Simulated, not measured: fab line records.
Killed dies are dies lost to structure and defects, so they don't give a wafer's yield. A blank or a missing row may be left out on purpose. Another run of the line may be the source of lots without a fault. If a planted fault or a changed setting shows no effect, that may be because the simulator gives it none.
Chamber matching | flow n5_finfet | 4 sister chambers for N5_HKMG_FIN_STRIP_92 on rie_diel-02
The step strips SOC in N2/H2, time 20 s. 7 wafers are shown with their chamber, then 7 later ones without.

== WAFERS WITH THEIR CHAMBER ==
wafer  | chamber | drypump_motor_current_A (A) | throttle_valve_pct (%)
L080.1 | 1       | 6.7                         | 18.9
L086.5 | 3       | 5.9                         | 18.9
L088.1 | 3       | 5.9                         | 18.9
L088.3 | 2       | 5.0                         | 19.4
L088.4 | 0       | 5.0                         | 19.2
L092.1 | 2       | 4.9                         | 19.4
L092.4 | 0       | 5.0                         | 18.8

== WAFERS WITH NO CHAMBER GIVEN ==
wafer  | drypump_motor_current_A (A) | throttle_valve_pct (%)
L092.6 | 6.7                         | 19.0
L095.1 | 5.0                         | 19.4
L095.2 | 5.9                         | 18.9
L095.4 | 5.0                         | 18.8
L097.1 | 6.7                         | 19.0
L097.2 | 5.0                         | 18.8
L097.5 | 4.9                         | 19.4

== CHAMBER TAKEN BY EACH ==
wafer  | from the rows above     | in truth
L092.6 | 1                       | 1
L095.1 | can't be placed: 2 or 0 | 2
L095.2 | 3                       | 3
L095.4 | 0                       | 0
L097.1 | 1                       | 1
L097.2 | 0                       | 0
L097.5 | 2                       | 2
Correctly placed: 6 of 7. Can't be placed from these rows: 1 (the true chamber is among the candidates in 1). Number placed wrongly: 0.
How it was worked out, from the rows above alone: a wafer's distance from a chamber is the root of the sum, over the readings, of the square of ((its reading less the chamber's mean) divided by the reading's scatter). If the next closest chamber is less than 2 further off than the closest, the wafer can't be placed; otherwise it belongs to the closest. For every chamber, the mean is computed from those of its wafers that are shown. The scatter: the root of (the sum of the squares of (reading less its chamber's mean) over the shown wafers, divided by (wafers less chambers)).
